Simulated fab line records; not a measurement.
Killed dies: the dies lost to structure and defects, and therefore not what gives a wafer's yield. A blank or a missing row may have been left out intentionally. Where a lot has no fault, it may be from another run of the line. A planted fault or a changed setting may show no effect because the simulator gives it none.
Which tool was responsible? ; flow n5 finfet ; 12 lots with 31 wafers sampled at 2 steps, on a route of 1938 steps

== WHAT EACH GAUGE READ, for each wafer ==
N5_BEOL_M12_CD_MEAS_10 targets a cd of 140 nm.
lot;measured;on;cd nm (nm)
L840;day 10 21:20;cd sem-01;141.6 141.5
L841;day 11 12:46;cd sem-01;145.2 141.7 141.9
L842;day 12 07:24;cd sem-02;141.9 144.2
L845;day 12 09:11;cd sem-01;139.9 143.8 138.4
L847;day 12 09:25;cd sem-01;144.0 139.6 140.8
L844;day 13 10:37;cd sem-03;140.0 142.1 139.5
L852;day 14 13:32;cd sem-03;140.1 139.6 140.2
L854;day 15 00:10;cd sem-03;143.3 141.7 143.0
L860;day 16 18:31;cd sem-03;138.0 138.1
L859;day 16 20:16;cd sem-03;140.2 142.2
L862;day 17 03:10;cd sem-03;141.7 142.5 144.1
L863;day 17 06:53;cd sem-02;140.4 140.2

== TOOL THAT RAN EACH LOT (tool first, then ch and the chambers of the sampled wafers, then the start) ==
lot;N5_BEOL_M11_SURFACE_TREAT_76
L840;pvd sputter-01, day 10 17:44
L841;pvd sputter-02, day 11 11:00
L842;pvd sputter-02, day 12 04:55
L845;pvd sputter-02, day 12 07:31
L847;pvd sputter-02, day 12 07:34
L844;pvd sputter-01, day 13 08:11
L852;pvd sputter-01, day 14 10:03
L854;pvd sputter-02, day 14 20:17
L860;pvd sputter-03, day 16 16:31
L859;pvd sputter-01, day 16 18:22
L862;pvd sputter-03, day 17 00:35
L863;pvd sputter-03, day 17 04:32
- N5_BEOL_M11_SURFACE_TREAT_76

== WHAT THE TOOLS THEMSELVES READ (means of the sampled wafers that have a number; where no wafer has one, the mark that the record gives instead) ==
The record holds no such reading with a usual standard deviation.

== THE ANSWER, worked out from the rows above alone ==
Rule: the lots themselves supply what counts as usual. Put in order of their means at a reading, lots are off if they are a third of the lots or fewer, leave a main group of 4 or more, and stand apart from it by a gap of 3 or more times the standard deviation of the main group's means; of several such gaps the widest counts. If all means in a main group match to the digits the tables above print for the reading, that group is not used. A lot without any number at a reading at which 4 lots or more have one is off too. Where the step has rows for the other lots, those lots are counted as sound. Order of review: gauges by route order, followed by the tools' own readings, for which a lot's mean as printed above is used. The first step at which some lot is off is used, and at that step the reading that is off furthest; a lot without a number counts as furthest.
No lot is off on any of the readings shown, so nothing can be concluded from this.

== WHAT THE SIMULATOR HAD INSERTED ==
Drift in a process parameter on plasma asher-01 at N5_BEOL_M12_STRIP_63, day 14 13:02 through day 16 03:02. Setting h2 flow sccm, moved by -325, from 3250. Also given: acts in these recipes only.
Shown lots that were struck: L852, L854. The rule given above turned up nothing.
